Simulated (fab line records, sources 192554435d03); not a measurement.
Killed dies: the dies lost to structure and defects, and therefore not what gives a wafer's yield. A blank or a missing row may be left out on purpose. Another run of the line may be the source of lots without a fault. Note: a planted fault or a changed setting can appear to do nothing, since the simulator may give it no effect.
A single fault, viewed from 2 desks -- flow n5 finfet -- what lay behind the numbers comes last; until then each desk has only its own

METROLOGY DESK
Lot by lot, what the gauges showed, no matter which tool ran the lot: averages of those sampled wafers that carry a number. A lot is out of limits, marked OUT, if its mean lies more than 4 standard deviations from the usual mean; the brackets give that distance. Shown are 7 of the 11 readings it has, namely the first that went out of limits plus those furthest out on some lot.
Columns: A = M1_ILD_THK at N5_BEOL_M1_THK_MEAS_01, usual 79.4 nm; B = DIBL_N at N5_BEOL_M4_RC_MEAS_101, usual 35.9 mV/V; C = IOFF_P at N5_BEOL_M4_RC_MEAS_101, usual 0.22 nA/um; D = ION_N at N5_BEOL_M4_RC_MEAS_101, usual 676 uA/um; E = SS_P at N5_BEOL_M4_RC_MEAS_101, usual 73.2 mV/dec; F = VT_N at N5_BEOL_M4_RC_MEAS_101, usual 250 mV; G = VT_P at N5_BEOL_M4_RC_MEAS_101, usual -250 mV
lot,first seen here,A,B,C,D,E,F,G
L657,day 6 17:00,81.0,32.1,0.16,658,71.9,255,-251
L658,day 7 00:44,79.3,35.9,0.24,677,73.6,249,-245
L660,day 7 10:14,79.8,37.3,0.21,673,73.7,250,-253
L663,day 8 09:22,79.8,36.4,0.25,680,73.1,248,-244
L668,day 9 20:15,77.9,35.7,0.24,689,73.8,246,-248
L669,day 10 01:57,108.5 (+24) OUT,35.6,0.17,678,72.6,252,-256
L671,day 10 09:34,94.8 (+13) OUT,37.1,0.23,689,74.2,244,-250
L675,day 11 20:55,78.9,35.2,0.20,670,72.6,249,-251
L677,day 12 03:13,78.8,35.6,0.15,676,73.0,251,-258
This desk finds L669, L671 out of limits, with the earliest case on L669 at day 10 01:57 (M1_ILD_THK at N5_BEOL_M1_THK_MEAS_01). Within limits: L657, L658, L660, L663, L668, L675, L677.

THE TOOL OWNER'S DESK: pecvd-04
The tool's own readings at N5_BEOL_M1_ILD_DEP_00 (deposits SiOC from DEMS/O2, target thk 79 nm, time 15.3 s): means of the sampled wafers that have a number, for each lot that ran on this tool. A lot is out of limits, marked OUT, if its mean lies more than 4 standard deviations from the usual mean; the brackets give that distance.
Columns: A = heater power w at N5_BEOL_M1_ILD_DEP_00, usual 473 W; B = showerhead plenum p Torr at N5_BEOL_M1_ILD_DEP_00, usual 5.693 Torr; C = throttle valve pct at N5_BEOL_M1_ILD_DEP_00, usual 11.6 %
lot,first seen here,A,B,C
L657,day 6 16:56,482,5.700,12.1
L658,day 7 00:40,468,5.688,11.2
L669,day 10 01:53,499,5.702,11.7
L671,day 10 09:29,462,5.694,12.1
This desk's verdict: no lot among the 4 shows anything out of limits.

ALL TOGETHER
Metrology desk: alarm possible at day 10 01:57 on L669, L671.
Nothing out of limits was seen by the tool owner's desk.
The tool owner's desk has L669, L671 on record, within its limits.
Every lot named ran N5_BEOL_M1_ILD_DEP_00 on pecvd-04.

WHAT THE SIMULATOR HAD PUT IN
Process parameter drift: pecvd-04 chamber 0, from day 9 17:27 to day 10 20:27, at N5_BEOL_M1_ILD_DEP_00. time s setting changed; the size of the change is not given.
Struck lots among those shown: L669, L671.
Time in hours between the start of the fault and the first out-of-limits reading at each desk: metrology desk, 8.
